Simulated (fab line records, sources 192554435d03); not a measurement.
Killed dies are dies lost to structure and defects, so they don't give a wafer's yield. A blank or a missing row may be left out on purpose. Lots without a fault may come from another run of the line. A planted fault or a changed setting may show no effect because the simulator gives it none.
Chamber matching | flow n5_finfet | N5_BEOL_M10_ILD_DEP_00 on pecvd-01: 3 sister chambers
The step deposits SiCOH lowk from DEMS/porogen, target thk 308.51 nm, time 58 s. 6 wafers are shown with their chamber, then 6 later ones without.

WAFERS WITH THEIR CHAMBER
wafer  | chamber | showerhead_vpp_V (V) | showerhead_plenum_p_Torr (Torr)
L361.2 | 2       | 1275                 | 5.750
L375.2 | 1       | 1405                 | 5.771
L375.6 | 1       | 1397                 | 5.765
L381.2 | 2       | 1292                 | 5.752
L381.4 | 0       | 1279                 | 5.751
L380.3 | 0       | 1276                 | 5.774

WAFERS WITHOUT THEIR CHAMBER
wafer  | showerhead_vpp_V (V) | showerhead_plenum_p_Torr (Torr)
L380.5 | 1270                 | 5.757
L383.2 | 1389                 | 5.761
L383.4 | 1399                 | 5.738
L382.4 | 1368                 | 5.768
L382.5 | 1286                 | 5.746
L382.6 | 1266                 | 5.763

WHICH CHAMBER EACH WENT THROUGH
wafer  | from the rows above     | in truth
L380.5 | can't be placed: 0 or 2 | 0
L383.2 | 1                       | 1
L383.4 | 1                       | 1
L382.4 | 1                       | 1
L382.5 | can't be placed: 2 or 0 | 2
L382.6 | can't be placed: 0 or 2 | 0
Placed correctly: 3 of 6. Can't be placed from these rows: 3 (the true chamber is among the candidates in 3). Placed wrongly: 0.
How it was worked out, from the rows above alone: a wafer's distance from a chamber is the root of the sum, over the readings, of the square of ((its reading less the chamber's mean) divided by the reading's scatter). The wafer belongs to the nearest chamber; if the next one is less than 2 further off, it can't be placed. A chamber's mean is the mean of its shown wafers. The scatter: the root of (the sum of the squares of (reading less its chamber's mean) over the shown wafers, divided by (wafers less chambers)).
